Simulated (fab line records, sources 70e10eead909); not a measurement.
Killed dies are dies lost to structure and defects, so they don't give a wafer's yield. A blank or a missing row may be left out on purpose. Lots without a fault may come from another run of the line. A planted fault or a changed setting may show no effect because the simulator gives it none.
Which tool did it? | flow nand_harc | 12 lots, 36 wafers sampled, at 6 steps of a route of 1159

WHAT THE GAUGES READ, wafer by wafer
NHARC_P_M0_CD_MEAS_16. Usual: cd_nm 89.5 nm, standard deviation 1.
lot  | measured     | on        | cd_nm (nm)     | flag
L405 | day 5 15:23  | cd_sem-01 | 89.6 87.9 88.3 |
L406 | day 5 16:42  | cd_sem-03 | 90.2 88.8 90.7 |
L407 | day 6 14:19  | cd_sem-01 | 86.9 87.4 87.4 |
L408 | day 6 14:50  | cd_sem-01 | 89.6 88.9 89.4 |
L411 | day 7 11:04  | cd_sem-03 | 88.5 89.2 89.8 |
L417 | day 9 06:29  | cd_sem-03 | 90.2 89.7 89.4 |
L416 | day 9 06:40  | cd_sem-01 | 91.0 90.4 90.3 |
L422 | day 10 00:59 | cd_sem-02 | 90.4 89.6 90.6 |
L423 | day 10 07:02 | cd_sem-03 | 89.8 89.3 89.3 |
L424 | day 10 14:43 | cd_sem-03 | 90.6 89.7 91.3 |
L425 | day 11 00:10 | cd_sem-03 | 88.4 87.6 88.6 |
L427 | day 11 00:52 | cd_sem-01 | 89.5 90.1 89.8 |

NHARC_P_M1_CD_MEAS_09: target cd 130 nm. Usual: cd_nm 129.8 nm, standard deviation 0.68.
lot  | measured     | on        | cd_nm (nm)        | flag
L405 | day 5 18:59  | cd_sem-02 | 129.8 129.6 129.3 |
L406 | day 5 20:24  | cd_sem-02 | 129.5 130.2 128.7 |
L407 | day 6 18:12  | cd_sem-03 | 130.0 129.5 129.9 |
L408 | day 6 18:24  | cd_sem-02 | 129.5 131.1 130.6 |
L411 | day 7 14:48  | cd_sem-03 | 129.6 129.4 129.4 |
L417 | day 9 10:03  | cd_sem-03 | 114.3 129.1 114.7 | OFF
L416 | day 9 10:19  | cd_sem-03 | 114.2 113.9 129.0 | OFF
L422 | day 10 04:35 | cd_sem-02 | 130.3 130.2 130.5 |
L423 | day 10 10:29 | cd_sem-01 | 129.9 130.7 130.0 |
L424 | day 10 18:16 | cd_sem-03 | 129.8 129.5 130.0 |
L425 | day 11 03:45 | cd_sem-03 | 129.6 128.1 129.2 |
L427 | day 11 04:25 | cd_sem-01 | 129.7 129.7 130.4 |

NHARC_END_SORT_01. Usual: defect_limited_yield 95.2 %, standard deviation 1.9; killed_at_array 29, standard deviation 13; killed_at_other 0.7, standard deviation 1; killed_at_periphery 3.2, standard deviation 2.3; killed_dies 33, standard deviation 13; killed_open 3.3, standard deviation 1.7; killed_short 2.0, standard deviation 1.5; sort_bin_2_pct 1.5 %, standard deviation 0.8; sort_bin_3_pct 0.27 %, standard deviation 0.22; sort_bin_4_pct 3.0 %, standard deviation 1.1; sort_n_pass 644, standard deviation 13; sort_rim_yield_pct 96.0 %, standard deviation 2.9; sort_yield_pct 95.2 %, standard deviation 1.9.
lot  | measured     | on        | defect_limited_yield (%) | killed_at_array | killed_at_other | killed_at_periphery | killed_dies | killed_open | killed_short | sort_bin_2_pct (%) | sort_bin_3_pct (%) | sort_bin_4_pct (%) | sort_n_pass | sort_rim_yield_pct (%) | sort_yield_pct (%) | flag
L417 | day 22 17:56 | prober-02 | 90.1 94.4 92.3           | 33 37 34        | 0 0 0           | 34 1 18             | 67 38 52    | 6 4 4       | 4 5 2        | 6.5 1.3 4.4        | 0.30 0.59 0        | 3.1 3.7 3.2        | 610 639 625 | 97.2 95.3 99.1         | 90.1 94.4 92.3     | OFF
L416 | day 22 14:59 | prober-01 | 91.9 90.3 94.2           | 35 40 38        | 0 1 0           | 20 25 1             | 55 66 39    | 3 5 2       | 1 0 1        | 4.0 5.2 2.2        | 0.59 0.30 0.44     | 3.5 4.3 3.1        | 622 611 638 | 94.3 90.6 89.6         | 91.9 90.3 94.2     | OFF
L422 | day 23 17:43 | prober-02 | 95.1 94.5 93.4           | 30 28 38        | 0 2 1           | 3 7 6               | 33 37 45    | 3 6 3       | 3 5 2        | 1.3 2.1 2.2        | 0.30 0.30 0.15     | 3.2 3.1 4.3        | 644 640 632 | 94.3 95.3 92.5         | 95.1 94.5 93.4     |

WHICH TOOL RAN EACH LOT (tool, then ch and the chambers of the sampled wafers, then the start)
lot  | NHARC_P_M0_PVD_20                       | NHARC_P_M0_DEP_32               | NHARC_P_M1_PEB_07
L405 | pvd_sputter-02, day 5 17:44 or earlier  | pecvd-02 ch 0,1, day 5 17:44    | litho_track-01 ch 0, day 5 18:55
L406 | pvd_sputter-01, day 5 19:11 or earlier  | pecvd-02 ch 1,2, day 5 19:11    | litho_track-06 ch 0, day 5 20:19
L407 | pvd_sputter-01, day 6 16:53 or earlier  | pecvd-03 ch 0,2, day 6 16:53    | litho_track-01 ch 0, day 6 18:07
L408 | pvd_sputter-03, day 6 17:10 or earlier  | pecvd-02 ch 0,2, day 6 17:10    | litho_track-04 ch 0, day 6 18:19
L411 | pvd_sputter-03, day 7 13:37 or earlier  | pecvd-03 ch 0,1, day 7 13:37    | litho_track-01 ch 0, day 7 14:43
L417 | pvd_sputter-01, day 9 08:52 or earlier  | pecvd-02 ch 0,2, day 9 08:52    | litho_track-06 ch 0, day 9 09:58
L416 | pvd_sputter-01, day 9 09:04 or earlier  | pecvd-03 ch 0,1,2, day 9 09:04  | litho_track-06 ch 0, day 9 10:14
L422 | pvd_sputter-01, day 10 03:24 or earlier | pecvd-02 ch 0,1, day 10 03:24   | litho_track-04 ch 0, day 10 04:29
L423 | pvd_sputter-03, day 10 09:25 or earlier | pecvd-01 ch 0,1,2, day 10 09:25 | litho_track-01 ch 0, day 10 10:25
L424 | pvd_sputter-01, day 10 17:08 or earlier | pecvd-02 ch 0,1,2, day 10 17:08 | litho_track-04 ch 0, day 10 18:11
L425 | pvd_sputter-03, day 11 02:33 or earlier | pecvd-03 ch 0,1, day 11 02:33   | litho_track-01 ch 0, day 11 03:40
L427 | pvd_sputter-01, day 11 03:14 or earlier | pecvd-03 ch 0,1, day 11 03:14   | litho_track-04 ch 0, day 11 04:20
- NHARC_P_M0_PVD_20: deposits TaN, target thk 5 nm, time 8.06 s.
- NHARC_P_M0_DEP_32: deposits SiCN, target thk 30 nm.
- NHARC_P_M1_PEB_07: peb time 65 s.

WHAT THE TOOLS THEMSELVES READ (means of the sampled wafers that have a number; where no wafer has one, the mark that the record gives instead)
NHARC_P_M0_PVD_20. Usual: chamber_pressure_pa 0.12 Pa, standard deviation 0.00024; substrate_temp_c 50.01 C, standard deviation 0.11; throttle_valve_pct 29.7 %, standard deviation 0.72.
lot  | tool           | chamber_pressure_pa (Pa) | substrate_temp_c (C) | throttle_valve_pct (%) | flag
L405 | pvd_sputter-02 | 0.12                     | 50.06                | 29.3                   |
L406 | pvd_sputter-01 | 0.12                     | 49.82                | 29.9                   |
L407 | pvd_sputter-01 | 0.12                     | 50.10                | 29.2                   |
L408 | pvd_sputter-03 | 0.12                     | 50.07                | 29.9                   |
L411 | pvd_sputter-03 | 0.12                     | 49.96                | 30.1                   |
L417 | pvd_sputter-01 | 0.12                     | 50.04                | 29.7                   |
L416 | pvd_sputter-01 | 0.12                     | 49.96                | 29.4                   |
L422 | pvd_sputter-01 | 0.12                     | 50.09                | 29.2                   |
L423 | pvd_sputter-03 | 0.12                     | 49.91                | 29.9                   |
L424 | pvd_sputter-01 | 0.12                     | 50.02                | 29.1                   |
L425 | pvd_sputter-03 | 0.12                     | 50.05                | 30.1                   |
L427 | pvd_sputter-01 | 0.12                     | 50.05                | 29.2                   |

NHARC_P_M0_DEP_32. Usual: heater_power_outer_w 305 W, standard deviation 38; heater_power_w 549 W, standard deviation 63.
lot  | tool     | heater_power_outer_w (W) | heater_power_w (W) | flag
L405 | pecvd-02 | 282                      | 503                |
L406 | pecvd-02 | 315                      | 532                |
L407 | pecvd-03 | 303                      | 549                |
L408 | pecvd-02 | 330                      | 568                |
L411 | pecvd-03 | 322                      | 640                |
L417 | pecvd-02 | 308                      | 551                |
L416 | pecvd-03 | 306                      | 586                |
L422 | pecvd-02 | 264                      | 479                |
L423 | pecvd-01 | 325                      | 546                |
L424 | pecvd-02 | 282                      | 517                |
L425 | pecvd-03 | 327                      | 622                |
L427 | pecvd-03 | 295                      | 590                |

NHARC_P_M1_PEB_07. Usual: heater_power_total_W 156.6 W, standard deviation 0.43.
lot  | tool           | heater_power_total_W (W) | flag
L405 | litho_track-01 | 156.4                    |
L406 | litho_track-06 | 156.2                    |
L407 | litho_track-01 | 156.6                    |
L408 | litho_track-04 | 156.6                    |
L411 | litho_track-01 | 157.1                    |
L417 | litho_track-06 | 182.2                    | OFF
L416 | litho_track-06 | 182.1                    | OFF
L422 | litho_track-04 | 156.5                    |
L423 | litho_track-01 | 156.4                    |
L424 | litho_track-04 | 156.6                    |
L425 | litho_track-01 | 156.5                    |
L427 | litho_track-04 | 156.7                    |

THE ANSWER, worked out from the rows above alone
Rule: a lot is off if the mean of its wafers that have a number lies more than 3 standard deviations from the usual mean. A lot without any number at a reading at which 4 lots or more have one is off too. The other lots that the step has rows for count as sound. The gauges are gone through in route order, then the tools' own readings, and for those a lot's mean is taken as printed above. The first step at which some lot is off is used, and at that step the reading that is off furthest; a lot without a number counts as furthest.
Off: L417, L416, at NHARC_P_M1_CD_MEAS_09 (cd_nm).
A tool fits if, at a process step before that reading, it ran every lot that is off, and no sound lot after the first of them. The gauges at NHARC_P_M1_CD_MEAS_09 aren't tried: what is off there is off at NHARC_END_SORT_01 too, on other tools, and a gauge's error can't cause that. NHARC_P_M0_PVD_20 gives no start for some lots, so the hours and the order of its lots are those of NHARC_P_M0_DEP_32. One fits: litho_track-06 at NHARC_P_M1_PEB_07. Its last sound lot is L406 (day 5 20:19), its first lot that is off L417 (day 9 09:58): a fault that began between those two fits.
The tool's own readings at NHARC_P_M1_PEB_07 bear it out: on the lots that are off they differ by more than 5 times the standard deviation of the sound lots' means. heater_power_total_W reads 182.1 W there against 156.6 W on the sound lots.

WHAT THE SIMULATOR HAD PUT IN
Process parameter drift: litho_track-06, from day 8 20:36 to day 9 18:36, at NHARC_P_M1_PEB_07. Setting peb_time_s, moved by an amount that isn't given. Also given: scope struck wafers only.
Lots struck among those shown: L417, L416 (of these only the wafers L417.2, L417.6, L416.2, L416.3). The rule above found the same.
